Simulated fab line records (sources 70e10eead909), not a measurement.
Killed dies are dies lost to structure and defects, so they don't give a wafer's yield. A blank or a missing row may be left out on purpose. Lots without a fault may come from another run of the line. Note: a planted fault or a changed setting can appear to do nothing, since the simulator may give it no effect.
fab line records | flow nand-harc
[record] lots = 14 | wafers = 42 | last-day = 24
route steps=1159 shown P_GATE@209 P_CONTACT@219 END@1159
lots with no fault: from the same line, run without faults
start-h: start of the lot's first displayed wafer, in hours after the record's first day | wait-h: hours elapsed since this lot's preceding step | " as in the row above | L1.1+2: a row that stands for several wafers | - value missing, or start not given | * or withheld: withheld | < > ~ a bound
route shown NAME@n: NAME is a module with steps in the file, n the number in the route of the first one | usual: mean/standard deviation taken from wafers without a fault | same: alike in all rows | chamber/n: place in a boat | sites: per-site readings | _std_site: the values' standard deviation | _edge_site: inner sites' mean taken away from outer sites' mean | radius-mm: how far each site lies from the wafer's centre | mask NAME#n: copy n | behind: tool/chamber where the wafer was last shaped | hold: reason for holding the lot/hours on hold/outcome of the hold | device: the transistor (n, p or np) that didn't switch | end of line: the route-end tests of the same wafers | where a step has no rows: the recipe by itself | killed: at the first sort, the dies lost to defects and structure; wafer yield is something else | map: a wafer's dies, x killed, . not, _ none there
set.NAME: the setting the step ran with; set.NAME@STEP: the setting that earlier step ran with | model.NAME: the simulator's own value behind a step, which no gauge read
one table for each step of the route and one row for each wafer, over a sample of lots
services: the hour from which a tool's chamber was out of use, counted from the record's first day as start-h (under 0 if before that day), plus the number of hours and why
[[steps]]
[step NHARC_P_GATE_DEGAS_109]
[recipe] temp-c = 300 | time-s = 60
[usual] heater-power-w = 476/39
lot.wafer | tool           | chamber | start-h | wait-h | heater-power-w
L350.2    | pvd-sputter-02 | -       | 104.29  | 0.1    | 496
L350.5    | "              | -       | "       | "      | 459
L350.6    | "              | -       | "       | "      | 484
L351.4    | pvd-sputter-01 | -       | 105.20  | 0.1    | 455
L351.3    | "              | -       | "       | "      | 550
L351.5    | "              | -       | "       | "      | 411
L353.1    | pvd-sputter-03 | -       | 118.13  | 0.1    | 469
L353.3    | "              | -       | "       | "      | 479
L353.4    | "              | -       | "       | "      | 405
L352.2    | pvd-sputter-02 | -       | 118.52  | 0.1    | 500
L352.1    | "              | -       | "       | "      | 477
L352.5    | "              | -       | "       | "      | 484
L354.3    | pvd-sputter-03 | -       | 133.67  | 0.1    | 413
L354.2    | "              | -       | "       | "      | 450
L354.1    | "              | -       | "       | "      | 518
L358.4    | pvd-sputter-02 | -       | 158.83  | 0.1    | 493
L358.3    | "              | -       | "       | "      | 482
L358.2    | "              | -       | "       | "      | 472
L360.2    | pvd-sputter-03 | -       | 171.44  | 0.1    | 469
L360.4    | "              | -       | "       | "      | 412
L360.5    | "              | -       | "       | "      | 479
L361.4    | pvd-sputter-01 | -       | 187.60  | 0.1    | 555
L361.1    | "              | -       | "       | "      | 537
L361.6    | "              | -       | "       | "      | 407
L362.2    | pvd-sputter-01 | -       | 188.89  | 0.1    | 518
L362.5    | "              | -       | "       | "      | 462
L362.6    | "              | -       | "       | "      | 544
L367.3    | pvd-sputter-02 | -       | 208.14  | 0.1    | 463
L367.2    | "              | -       | "       | "      | 490
L367.5    | "              | -       | "       | "      | 489
L369.1    | pvd-sputter-03 | -       | 216.87  | 0.1    | 468
L369.2    | "              | -       | "       | "      | 403
L369.6    | "              | -       | "       | "      | 472
L368.1    | pvd-sputter-03 | -       | 217.36  | 0.1    | 510
L368.3    | "              | -       | "       | "      | 461
L368.6    | "              | -       | "       | "      | 511
L371.2    | pvd-sputter-02 | -       | 227.04  | 0.1    | 482
L371.3    | "              | -       | "       | "      | 464
L371.6    | "              | -       | "       | "      | 466
L373.1    | pvd-sputter-03 | -       | 243.81  | 0.1    | 405
L373.4    | "              | -       | "       | "      | 462
L373.2    | "              | -       | "       | "      | 502
[step NHARC_P_CONTACT_CMP_01]
[recipe] target-thk-nm = 200 | material = SiO2
[usual] motor-current-A = 12.5/1.4
lot.wafer | tool   | chamber | start-h | wait-h | motor-current-A
L350.2    | cmp-02 | 2       | 106.43  | -      | 13.3
L350.6    | "      | 1       | "       | "      | 13.5
L350.5    | "      | 2       | "       | "      | 13.7
L351.4    | cmp-02 | 1       | 107.07  | -      | 13.6
L351.3    | "      | 2       | "       | "      | 12.9
L351.5    | "      | 3       | "       | "      | 10.3
L353.4    | cmp-01 | 0       | 119.90  | -      | 12.4
L353.1    | "      | 1       | "       | "      | 12.6
L353.3    | "      | 3       | "       | "      | 12.5
L352.2    | cmp-03 | 1       | 120.39  | -      | 12.9
L352.1    | "      | 3       | "       | "      | 15.0
L352.5    | "      | 2       | "       | "      | 10.6
L354.1    | cmp-02 | 3       | 135.39  | -      | 11.4
L354.2    | "      | 0       | "       | "      | 13.3
L354.3    | "      | 2       | "       | "      | 13.5
L358.2    | cmp-01 | 2       | 160.59  | -      | 10.7
L358.3    | "      | 3       | "       | "      | 13.2
L358.4    | "      | 1       | "       | "      | 12.7
L360.4    | cmp-03 | 1       | 173.20  | -      | 12.9
L360.2    | "      | 2       | "       | "      | 11.4
L360.5    | "      | 1       | "       | "      | 12.1
L361.1    | cmp-03 | 3       | 189.33  | -      | 14.6
L361.4    | "      | 2       | "       | "      | 11.0
L361.6    | "      | 0       | "       | "      | 11.2
L362.2    | cmp-03 | 0       | 190.68  | -      | 11.6
L362.6    | "      | 2       | "       | "      | 11.5
L362.5    | "      | 3       | "       | "      | 15.0
L367.3    | cmp-01 | 3       | 210.27  | -      | 12.9
L367.2    | "      | 1       | "       | "      | 12.1
L367.5    | "      | 3       | "       | "      | 13.3
L369.2    | cmp-03 | 3       | 219.26  | 0.5    | 14.8
L369.1    | "      | 1       | "       | "      | 12.4
L369.6    | "      | 3       | "       | "      | 15.5
L368.1    | cmp-01 | 3       | 219.40  | -      | 12.9
L368.3    | "      | 1       | "       | "      | 11.5
L368.6    | "      | 0       | "       | "      | 11.9
L371.2    | cmp-01 | 1       | 229.01  | -      | 12.0
L371.3    | "      | 2       | "       | "      | 10.1
L371.6    | "      | 0       | "       | "      | 11.9
L373.4    | cmp-03 | 0       | 245.60  | -      | 11.5
L373.2    | "      | 1       | "       | "      | 12.8
L373.1    | "      | 2       | "       | "      | 11.0
[step NHARC_P_CONTACT_ETCH_18]
[recipe] target-depth-a = 4810 | time-s = 240.5 | c4f8-flow-sccm = 20 | o2-flow-sccm = 10 | ar-flow-sccm = withheld | rf-w = 600 | bias-w = 1500 | chemistry = C4F8/O2/Ar
[usual] oes-product-au = 0.964/0.018 | rf-fwd-power-W = 598.0/1.8 | rf-vpp-V = 978/6.9
lot.wafer | tool        | chamber | start-h | wait-h | oes-product-au | rf-fwd-power-W | rf-hours-counter-h | rf-vpp-V
L350.2    | rie-diel-11 | 1       | -       | -      | 0.981          | 598.6          | 8                  | 985
L350.6    | "           | 0       | "       | "      | 0.952          | 599.0          | -                  | 983
L350.5    | "           | 1       | "       | "      | 0.990          | 596.7          | -                  | 983
L351.4    | rie-diel-08 | 0       | -       | -      | 0.950          | 598.8          | 16                 | 968
L351.3    | "           | 3       | "       | "      | 0.959          | 595.5          | 17                 | 970
L351.5    | "           | 1       | "       | "      | 0.945          | 598.2          | -                  | 971
L353.1    | rie-diel-08 | 0       | -       | -      | 0.976          | 597.7          | 18                 | 970
L353.4    | "           | 1       | "       | "      | 0.954          | 598.4          | 18                 | 970
L353.3    | "           | 3       | "       | "      | 0.968          | 598.7          | 19                 | 971
L352.1    | rie-diel-11 | 3       | -       | -      | 0.936          | 599.1          | 9                  | 985
L352.2    | "           | 1       | "       | "      | 0.940          | 599.0          | 9                  | 984
L352.5    | "           | 0       | "       | "      | 0.943          | 596.9          | -                  | 984
L354.3    | rie-diel-11 | 1       | -       | -      | 0.974          | 601.4          | 11                 | 985
L354.2    | "           | 2       | "       | "      | 0.964          | 594.1          | 11                 | 980
L354.1    | "           | 3       | "       | "      | 0.964          | 595.1          | 10                 | 986
L358.2    | rie-diel-08 | 3       | -       | -      | 0.976          | 598.3          | 3                  | 970
L358.3    | "           | 0       | "       | "      | 0.964          | 597.4          | 2                  | 969
L358.4    | "           | 1       | "       | "      | 0.964          | 597.7          | 2                  | 972
L360.2    | rie-diel-08 | 2       | -       | -      | 0.961          | 599.0          | 4                  | 983
L360.4    | "           | 2       | "       | "      | 0.955          | 597.4          | -                  | 985
L360.5    | "           | 0       | "       | "      | 0.960          | 599.3          | -                  | 970
L361.4    | rie-diel-08 | 2       | -       | -      | 0.972          | 597.9          | 5                  | 986
L361.1    | "           | 3       | "       | "      | 0.987          | 597.5          | 4                  | 971
L361.6    | "           | 2       | "       | "      | 0.980          | 599.1          | -                  | 984
L362.2    | rie-diel-08 | 0       | -       | -      | 0.965          | 598.7          | 6                  | 970
L362.5    | "           | 2       | "       | "      | 0.977          | 597.2          | -                  | 985
L362.6    | "           | 3       | "       | "      | 0.986          | 597.5          | -                  | 969
L367.2    | rie-diel-11 | 2       | -       | -      | 0.987          | 596.8          | 1                  | 981
L367.3    | "           | 3       | "       | "      | 0.987          | 601.1          | 1                  | 985
L367.5    | "           | 3       | "       | "      | 0.981          | 597.5          | -                  | 986
L369.2    | rie-diel-11 | 3       | -       | -      | 0.966          | 597.1          | 2                  | 985
L369.1    | "           | 0       | "       | "      | 0.977          | 598.4          | 2                  | 985
L369.6    | "           | 3       | "       | "      | 0.967          | 597.7          | -                  | 985
L368.1    | rie-diel-05 | 2       | -       | -      | 0.924          | 593.9          | 16                 | 978
L368.3    | "           | 0       | "       | "      | 0.923          | 599.3          | 17                 | 973
L368.6    | "           | 2       | "       | "      | 0.927          | 594.3          | -                  | 979
L371.3    | rie-diel-11 | 2       | -       | -      | 0.975          | 599.9          | 3                  | 981
L371.2    | "           | 1       | "       | "      | 0.976          | 597.5          | 3                  | 984
L371.6    | "           | 2       | "       | "      | 0.969          | 599.3          | -                  | 980
L373.2    | rie-diel-11 | 3       | -       | -      | 0.934          | 599.0          | 5                  | 985
L373.1    | "           | 1       | "       | "      | 0.939          | 597.9          | 4                  | 985
L373.4    | "           | 2       | "       | "      | 0.929          | 600.0          | 4                  | 979
[step NHARC_P_CONTACT_ETCH_31]
[recipe] target-depth-a = 300 | time-s = 85.7 | ion-energy-ev = 120 | over-etch-frac = 1 | ch3f-flow-sccm = 50 | o2-flow-sccm = 30 | ar-flow-sccm = 200 | rf-w = 500 | bias-w = 100 | chemistry = CH3F/O2
[usual] drypump-motor-current-A = 5.5/0.43 | mfc-ar-sccm = 200.0/0.6 | oes-product-au = 0.981/0.012 | rf-fwd-power-W = 496.0/1.8 | rf-vpp-V = 244.1/2 | showerhead-plenum-p-Torr = 2.45/0.12 | throttle-valve-pct = 20.664/0.0087
lot.wafer | tool        | chamber | start-h | wait-h | drypump-motor-current-A | mfc-ar-sccm | oes-product-au | rf-fwd-power-W | rf-hours-counter-h | rf-vpp-V | showerhead-plenum-p-Torr | throttle-valve-pct
L350.2    | rie-diel-11 | 3       | 108.17  | -      | 5.3                     | 200.6       | 0.977          | 495.5          | 8                  | 247.3    | 2.59                     | 20.678
L350.5    | "           | 3       | "       | "      | 5.4                     | 199.5       | 0.973          | 497.3          | -                  | 245.2    | 2.59                     | 20.676
L350.6    | "           | 0       | "       | "      | 5.9                     | 199.7       | 0.988          | 494.9          | -                  | 246.7    | 2.57                     | 20.661
L351.3    | rie-diel-08 | 0       | 108.81  | -      | 4.8                     | 199.8       | 0.966          | 496.3          | 17                 | 241.3    | 2.29                     | 20.664
L351.4    | "           | 1       | "       | "      | 5.8                     | 200.6       | 0.963          | 494.3          | 17                 | 241.8    | 2.33                     | 20.642
L351.5    | "           | 3       | "       | "      | 5.1                     | 199.7       | 0.971          | 492.2          | -                  | 242.3    | 2.33                     | 20.675
L353.3    | rie-diel-08 | 3       | 121.67  | -      | 5.1                     | 199.7       | 0.983          | 493.4          | 19                 | 243.1    | 2.32                     | 20.677
L353.1    | "           | 1       | "       | "      | 5.8                     | 200.8       | 0.975          | 497.9          | 18                 | 243.5    | 2.32                     | 20.667
L353.4    | "           | 2       | "       | "      | 5.5                     | 200.8       | 0.971          | 496.8          | 17                 | 246.1    | 2.57                     | 20.670
L352.1    | rie-diel-11 | 0       | 122.16  | -      | 5.9                     | 199.6       | 0.964          | 497.5          | 9                  | 245.8    | 2.57                     | 20.661
L352.2    | "           | 3       | "       | "      | 5.3                     | 200.2       | 0.959          | 499.5          | 9                  | 245.9    | 2.59                     | 20.664
L352.5    | "           | 1       | "       | "      | 5.3                     | 199.2       | 0.965          | 500.2          | -                  | 246.7    | 2.57                     | 20.659
L354.1    | rie-diel-11 | 0       | 137.15  | -      | 5.9                     | 200.8       | 0.986          | 495.5          | 11                 | 247.0    | 2.57                     | 20.657
L354.3    | "           | 2       | "       | "      | 6.2                     | 200.2       | 0.985          | 496.5          | 11                 | 245.7    | 2.49                     | 20.656
L354.2    | "           | 3       | "       | "      | 5.3                     | 199.8       | 0.975          | 496.6          | 11                 | 247.0    | 2.59                     | 20.665
L358.2    | rie-diel-08 | 3       | 162.37  | -      | 5.1                     | 200.5       | 0.677          | 492.8          | 3                  | 241.7    | 2.32                     | 20.663
L358.3    | "           | 0       | "       | "      | 4.9                     | 199.7       | 0.661          | 497.6          | 2                  | 241.3    | 2.29                     | 20.667
L358.4    | "           | 1       | "       | "      | 5.8                     | 199.3       | 0.661          | 495.4          | 2                  | 241.5    | 2.32                     | 20.661
L360.2    | rie-diel-08 | 1       | 175.06  | -      | 5.8                     | 199.4       | 0.676          | 495.5          | 3                  | 242.0    | 2.32                     | 20.670
L360.4    | "           | 1       | "       | "      | 5.9                     | 199.8       | 0.680          | 495.6          | -                  | 242.1    | 2.32                     | 20.675
L360.5    | "           | 0       | "       | "      | 4.9                     | 200.7       | 0.672          | 496.9          | -                  | 241.5    | 2.29                     | 20.667
L361.4    | rie-diel-08 | 2       | 191.11  | -      | 5.5                     | 199.2       | 0.679          | 495.3          | 5                  | 246.8    | 2.57                     | 20.664
L361.1    | "           | 3       | "       | "      | 5.1                     | 200.0       | 0.663          | 493.8          | 4                  | 241.8    | 2.32                     | 20.659
L361.6    | "           | 1       | "       | "      | 5.8                     | 199.1       | 0.671          | 496.9          | -                  | 243.1    | 2.32                     | 20.660
L362.2    | rie-diel-08 | 2       | 192.42  | -      | 5.5                     | 199.9       | 0.672          | 493.9          | 6                  | 246.0    | 2.57                     | 20.649
L362.5    | "           | 3       | "       | "      | 5.1                     | 200.4       | 0.679          | 492.4          | -                  | 239.5    | 2.32                     | 20.677
L362.6    | "           | 0       | "       | "      | 4.9                     | 201.4       | 0.669          | 495.8          | -                  | 242.4    | 2.29                     | 20.667
L367.3    | rie-diel-11 | 0       | 212.02  | -      | 5.9                     | 199.5       | 0.972          | 493.3          | 1                  | 246.0    | 2.57                     | 20.664
L367.2    | "           | 1       | "       | "      | 5.3                     | 200.9       | 0.988          | 496.8          | 1                  | 246.4    | 2.57                     | 20.663
L367.5    | "           | 0       | "       | "      | 5.9                     | 199.1       | 0.969          | 495.2          | -                  | 244.9    | 2.57                     | 20.645
L369.1    | rie-diel-11 | 3       | 221.02  | -      | 5.4                     | 199.7       | 0.982          | 496.6          | 2                  | 246.9    | 2.59                     | 20.666
L369.2    | "           | 1       | "       | "      | 5.3                     | 200.7       | 0.993          | 495.9          | 2                  | 245.7    | 2.57                     | 20.648
L369.6    | "           | 3       | "       | "      | 5.3                     | 199.9       | 0.979          | 497.0          | -                  | 246.5    | 2.59                     | 20.640
L368.1    | rie-diel-05 | 0       | 222.14  | -      | 5.3                     | 199.7       | 0.961          | 496.3          | 17                 | 242.8    | 2.38                     | 20.673
L368.3    | "           | 2       | "       | "      | 5.6                     | 198.6       | 0.956          | 492.2          | 16                 | 244.6    | 2.46                     | 20.673
L368.6    | "           | 1       | "       | "      | 6.5                     | 199.2       | 0.974          | 497.1          | -                  | 242.9    | 2.36                     | 20.656
L371.2    | rie-diel-11 | 2       | 230.72  | -      | 6.2                     | 201.0       | 0.987          | 497.4          | 3                  | 245.8    | 2.49                     | 20.648
L371.3    | "           | 0       | "       | "      | 5.9                     | 200.2       | 0.979          | 493.3          | 3                  | 246.2    | 2.56                     | 20.653
L371.6    | "           | 2       | "       | "      | 6.2                     | 200.5       | 0.989          | 495.8          | -                  | 243.6    | 2.49                     | 20.665
L373.1    | rie-diel-11 | 2       | 247.79  | -      | 6.2                     | 200.9       | 0.942          | 494.5          | 4                  | 245.2    | 2.49                     | 20.678
L373.2    | "           | 3       | "       | "      | 5.3                     | 200.5       | 0.970          | 496.1          | 5                  | 246.5    | 2.59                     | 20.671
L373.4    | "           | 0       | "       | "      | 5.9                     | 200.1       | 0.966          | 495.8          | 4                  | 244.8    | 2.56                     | 20.664
[step NHARC_END_SORT_01]
[recipe] temp-c = 25
[usual] killed-at-array = 29/11 | killed-at-other = 0.6/0.89 | killed-at-periphery = 3.8/2.8 | killed-dies = 33/12 | killed-open = 3.5/1.9 | killed-short = 1.9/1.3
[same] gross-dies = 677
lot.wafer | tool      | chamber | start-h | wait-h | killed-at-array | killed-at-other | killed-at-periphery | killed-dies | killed-open | killed-short
L358.2    | prober-01 | 0       | 483.12  | 2.8    | 30              | 0               | 6                   | 36          | 4           | 3
L367.2    | prober-01 | 0       | 555.77  | 2.8    | 17              | 0               | 1                   | 18          | 2           | 1
L367.3    | prober-01 | 0       | 556.58  | 3.1    | 14              | 0               | 4                   | 18          | 4           | 1
L367.5    | prober-01 | 0       | 558.18  | 3.7    | 21              | 0               | 1                   | 22          | 4           | 2
// killed by level:class
L358.2 A_CHANNEL_HOLE_D1:chamber-film-flake=15 A_SLIT:chamber-film-flake=9 P_M0:geometric-particle:open=3 A_STAIRCASE:chamber-film-flake=2 P_CONTACT:area-etch=2 P_M0:geometric-particle:short=1 A_STAIRCASE:geometric-particle:short=1 A_WL_FILL:geometric-particle:short=1
L367.2 A_CONTACT:chamber-film-flake=6 A_CHANNEL_HOLE_D1:chamber-film-flake=4 A_STAIRCASE:chamber-film-flake=2 A_WL_FILL:chamber-film-flake=2 P_CONTACT:geometric-particle:open=1 A_SGD_CUT:geometric-particle:short=1 A_M1:geometric-particle:open=1 A_SLIT:chamber-film-flake=1
L367.3 A_CHANNEL_HOLE_D1:chamber-film-flake=8 P_M0:geometric-particle:open=2 A_CONTACT:chamber-film-flake=2 P_M0:geometric-particle:short=1 A_ONON_D1:geometric-particle:open=1 A_CONTACT:geometric-particle:open=1 P_STI:chamber-film-flake=1 A_STAIRCASE:chamber-film-flake=1
L367.5 A_CHANNEL_HOLE_D1:chamber-film-flake=8 A_STAIRCASE:chamber-film-flake=2 A_WL_FILL:chamber-film-flake=2 A_ONON_D1:geometric-particle:open=1 A_ONON_D1:geometric-particle:short=1 A_SGD_CUT:geometric-particle:open=1 A_WL_FILL:geometric-particle:short=1 A_CONTACT:geometric-particle:open=1
[[services]]
tool           | chamber | start-h | hours | kind
cmp-01         | -       | 81.65   | 4.0   | pm
rie-diel-08    | 0       | 84.62   | 4.7   | repair
rie-diel-11    | 0       | 95.13   | -     | clean
rie-diel-11    | 1       | 95.13   | -     | clean
cmp-03         | -       | 96.85   | 0.9   | repair
pvd-sputter-03 | -       | 102.00  | 10.0  | pm
rie-diel-08    | -       | 124.80  | 9.0   | pm
cmp-02         | -       | 128.62  | 4.0   | pm
cmp-01         | -       | 130.09  | 0.4   | repair
cmp-03         | -       | 144.78  | 0.5   | repair
cmp-01         | -       | 145.22  | 1.7   | repair
cmp-03         | -       | 158.89  | 4.0   | pm
rie-diel-05    | -       | 163.65  | 9.0   | pm
cmp-03         | -       | 168.37  | 3.5   | repair
rie-diel-08    | 3       | 169.80  | 7.6   | repair
cmp-01         | -       | 179.65  | 4.0   | pm
rie-diel-11    | -       | 189.52  | 9.0   | pm
pvd-sputter-01 | -       | 198.96  | 10.0  | pm
cmp-02         | -       | 201.78  | 12.6  | repair
pvd-sputter-02 | -       | 214.00  | 10.0  | pm
cmp-02         | -       | 226.62  | 4.0   | pm
cmp-03         | -       | 227.37  | 2.7   | repair
rie-diel-08    | 1       | 239.18  | 2.5   | repair
pvd-sputter-02 | -       | 245.56  | 2.8   | repair
[[key]]
[first-sign] step = NHARC_P_CONTACT_ETCH_31 | reading = oes-product-au | direction = down | sigmas = 26 | usual = 0.981 | struck = 0.672
effect none on later readings
met-at NHARC_P_CONTACT_ETCH_31
struck-lots L358,L360,L361,L362
rows-end L360.2,L360.4,L360.5,L361.1,L361.4,L361.6
tester-left-out L358,L362
not-acting-at NHARC_P_GATE_DEGAS_109,NHARC_P_CONTACT_CMP_01,NHARC_P_CONTACT_ETCH_18
onset-between 121.67 162.37
[fault] kind = process-parameter-drift | tool = rie-diel-08 | chamber = - | onset-h = 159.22 | steps = NHARC_P_CONTACT_ETCH_31 | channel = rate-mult | offset = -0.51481 | shape = step
// tester-left-out: of these lots the tester's yield and bins aren't shown, on N5 and GAA mostly nor the transistor test; their killed dies are dies lost to structure and defects alone, not to doping, threshold or leakage, so they don't give the yield
// rows-end: these wafers met a further fault down the route, and their rows from its step on are left out
